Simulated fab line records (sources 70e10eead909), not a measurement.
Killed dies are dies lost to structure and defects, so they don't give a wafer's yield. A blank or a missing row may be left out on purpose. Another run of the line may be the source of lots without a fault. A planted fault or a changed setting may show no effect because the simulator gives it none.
Comparing a struck lot with a sound one	flow nand harc	15 out of 1302 route steps
Sound: wafers L522.1, L522.3, L522.6. Struck: wafer L512.6. (L512.2 of the same lot was not struck and is left out.) The cause comes at the end.
Order at every step that has rows: each side's tool, ch and its chambers, its first start. Under that, the readings that differ: sound wafers	struck wafers	difference of the means	sigmas: that difference in standard deviations of wafers without a fault.
alike: same words and numbers on both sides, and readings whose means sit less than 2 such deviations apart. not compared: any withheld reading, any reading some wafer has no value for, any bound like >300 that may hide the same value, and any number with overlapping values for which the record gives no deviation.
The two part at a step that has a row with sigmas, a row that says differs or no value, or rows on one side only. When numbers do not overlap yet have no deviation, they are printed without sigmas and do not part them. Lack of a reading on every wafer of one side parts them only where that side has two or more wafers.

first, 1 step without rows for these wafers: NHARC_A_ONON_D1_DEP_12 (target thk 1000 nm).
NHARC_A_ONON_D1_THK_MEAS_14: measures by ellipsometry.
  sound on film metro-02 at day 16 10:28; struck on film metro-02 at day 12 17:43
  alike: thk nm
then, 2 steps without rows for these wafers: NHARC_A_ONON_D1_ANNEAL_15 (time 3600 s); NHARC_A_ONON_D1_DEP_16 (target thk 1000 nm).
NHARC_A_ONON_D1_THK_MEAS_18: measures by ellipsometry.
  sound on film metro-01 at day 16 19:42; struck on film metro-01 at day 13 01:44
  alike: thk nm
after that, 1 step with no rows for these wafers: NHARC_A_ONON_D1_DEP_19 (target thk 1000 nm).
NHARC_A_ONON_D1_THK_MEAS_21: measures by ellipsometry.
  sound on film metro-01 at day 16 20:16; struck on film metro-01 at day 13 02:18
  alike: thk nm
after that, 1 step with no rows for these wafers: NHARC_A_ONON_D1_DEP_22 (target thk 1000 nm).
NHARC_A_ONON_D1_THK_MEAS_24: measures by ellipsometry.
  sound on film metro-01 at day 16 20:50; struck on film metro-01 at day 13 02:52
  alike: thk nm
after that, 1 step with no rows for these wafers: NHARC_A_ONON_D1_DEP_25 (target thk 1000 nm).
NHARC_A_ONON_D1_THK_MEAS_27: measures by ellipsometry.
  sound on film metro-01 at day 16 21:24; struck on film metro-01 at day 13 03:26
  alike: thk nm
NHARC_A_ONON_D1_DEP_28: target thk 1000 nm.
  sound on pecvd onon-01 ch 0, day 16 21:28; struck on pecvd onon-02 ch 0, day 13 03:32
  alike: susceptor temp C
NHARC_A_ONON_D1_THK_MEAS_30: measures by ellipsometry.
  sound on film metro-01 at day 16 21:58; struck on film metro-02 at day 13 03:59
reading	sound	struck	difference	sigmas
thk nm (nm)	1001 1000 1002	1531	+530	+54
NHARC_A_ONON_D1_DEP_33: deposits SiO2, target thk 200 nm.
  sound on pecvd-02 ch 0,1,2, day 16 22:04; struck on pecvd-03 ch 0, day 13 04:08
reading	sound	struck	difference	sigmas
heater power w (W)	611 531 525	771	+215	+2
throttle valve pct (%)	15.7 16.0 16.1	17.0	+1.1	+2
  alike: rf fwd power W, susceptor temp C
-- break in the record here, with 16 days between the starts of the struck wafers on either side (left off in module A_ONON_D1, picked up again in module END, where the first step shown is number 1302 on the route) --
NHARC_END_SORT_01:
  only the struck wafers appear in the record here, on prober-02 ch 0 at day 29 14:26; the sound ones have no rows

## WHERE THEY PART
Earliest at NHARC_A_ONON_D1_THK_MEAS_30; latest, in this record, at NHARC_END_SORT_01.

WHY: the cause the simulator had injected
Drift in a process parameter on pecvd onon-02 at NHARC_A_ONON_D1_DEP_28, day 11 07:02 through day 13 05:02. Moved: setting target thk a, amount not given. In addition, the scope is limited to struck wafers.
